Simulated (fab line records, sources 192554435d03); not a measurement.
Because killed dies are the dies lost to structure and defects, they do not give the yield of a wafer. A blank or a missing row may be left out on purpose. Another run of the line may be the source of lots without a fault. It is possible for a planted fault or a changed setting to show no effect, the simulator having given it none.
A lot that was struck, set against a sound lot    flow n5Finfet    14 out of 1938 route steps
Sound: the wafers L857.2, L857.4, L857.6. Wafers L849.2, L849.3 were the ones struck. At the end, the cause is stated.
At each step with rows: each side's tool, then ch and its chambers, then its first start. Under that, the readings that differ: sound wafers    struck wafers    difference of the means    sigmas: that difference in standard deviations of wafers without a fault.
alike: a reading whose means differ by less than 2 such deviations, as well as words and numbers matching on both sides. not compared: withheld readings; readings where some wafer has no value; bounds like >300 that might hide an equal value; numbers whose values overlap and for which the record gives no deviation.
Wherever a step has rows on one side only, a row that says differs or no value, or a row with sigmas, the two part there. When numbers do not overlap yet have no deviation, they are printed without sigmas and do not part them. A reading that every wafer of one side lacks parts them only if that side has two wafers or more.

N5_HKMG_FIN_ETCHBACK_68: etches the open film in Cl2/Ar, stops on HfO2, target depth 0.5 nm.
  sound on rieMetal-03 ch 0,1, day 9 22:09; struck on rieMetal-03 ch 1, day 8 04:21
  alike: drypumpMotorCurrentA, oes_ar_750_au, oesProductAu, throttleValvePct
  not compared: rfHoursCounterH
then, 6 steps without rows for these wafers: N5_HKMG_FIN_STRIP_69 (strips in N2/H2, time 360 s); N5_HKMG_FIN_ALD_21 (deposits TiN, target thk 1.5 nm, pulse time 1 s, purge time 3 s); N5_HKMG_FIN_ALD_72 (deposits W, target thk 2 nm, pulse time 1 s, purge time 2 s); N5_HKMG_FIN_W_FILL_22 (material W, target thk 60 nm, time 18.2 s); N5_HKMG_FIN_PRECLEAN_83 (cleans in DIW, time 57.5 s); N5_HKMG_FIN_SRD_84 (dry time 32 s).
N5_HKMG_FIN_CMP_23: polishes, stops on SiNx, t overpolish 10 s, target thk 46.326 nm.
  sound on cmp-04 ch 0,2,3, day 9 23:13; struck on cmp-03 ch 0,2, day 8 05:25
  alike: motorCurrentA, overpolishRunS, slurryFlowMlMin, timeToEndpointS
N5_HKMG_FIN_CMP_94: polishes, stops on SiNx, t overpolish 4.7 s, target thk 43.299 nm.
  sound on cmp-04 ch 0,2,3, day 9 23:41; struck on cmp-03 ch 0,2, day 8 05:53
  alike: motorCurrentA, slurryFlowMlMin
N5_HKMG_FIN_INSPECT_28: inspects for defects (darkfield).
  sound: defectInspect-01 at day 9 23:55; struck: defectInspect-02 at day 8 06:07
  alike: rawDefectCount
N5_GATE_CUT_ETCHBACK_00: etches W in SF6/Cl2.
  sound on rieMetal-01 ch 0,1, day 9 23:57; struck on rieMetal-02 ch 0, day 8 06:10
reading                   sound           struck     difference  sigmas
drypumpMotorCurrentA (A)  5.5 5.5 5.4     6.4 6.3    +0.9        +2
oesProductAu (a.u.)       0.61 0.60 0.70  0.91 0.91  +0.27       +2
  alike: throttleValvePct
  not compared: rfHoursCounterH
N5_GATE_CUT_ETCH_56: etches TiN in Cl2/Ar, target depth 21.6 nm.
  sound on rieMetal-01 ch 0,1, day 10 00:04; struck on rieMetal-02 ch 0, day 8 06:17
reading                  sound              struck       difference  sigmas
oes_ar_750_au (a.u.)     0.61 0.61 0.71     0.91 0.91    +0.27       +2
oesProductAu (a.u.)      0.61 0.60 0.70     1.21 1.20    +0.57       +5
throttleValvePct (%)     21.01 21.00 20.71  20.48 20.52  -0.41       -2
model.etch.depthNm (nm)  21.17 20.95 21.9   33.07 33.09  +11.74      
  alike: drypumpMotorCurrentA
  not compared: rfHoursCounterH
N5_GATE_CUT_ETCHBACK_30: etches TiN in Cl2/Ar, target depth 3 nm.
  sound on rieMetal-01 ch 0,1, day 10 00:10; struck on rieMetal-02 ch 0, day 8 06:22
reading               sound           struck     difference  sigmas
oes_ar_750_au (a.u.)  0.61 0.61 0.71  0.92 0.91  +0.27       +2
oesProductAu (a.u.)   0.60 0.60 0.70  0.90 0.89  +0.26       +2
  alike: drypumpMotorCurrentA, throttleValvePct
  not compared: rfHoursCounterH
N5_PASSIVATION_PROBE_49:
  sound wafers here have rows in the record (prober-02, day 18 18:07); struck ones have none

WHERE THEY PART
Earliest at N5_GATE_CUT_ETCHBACK_00; latest, in this record, at N5_PASSIVATION_PROBE_49.

WHY: what the simulator had put in
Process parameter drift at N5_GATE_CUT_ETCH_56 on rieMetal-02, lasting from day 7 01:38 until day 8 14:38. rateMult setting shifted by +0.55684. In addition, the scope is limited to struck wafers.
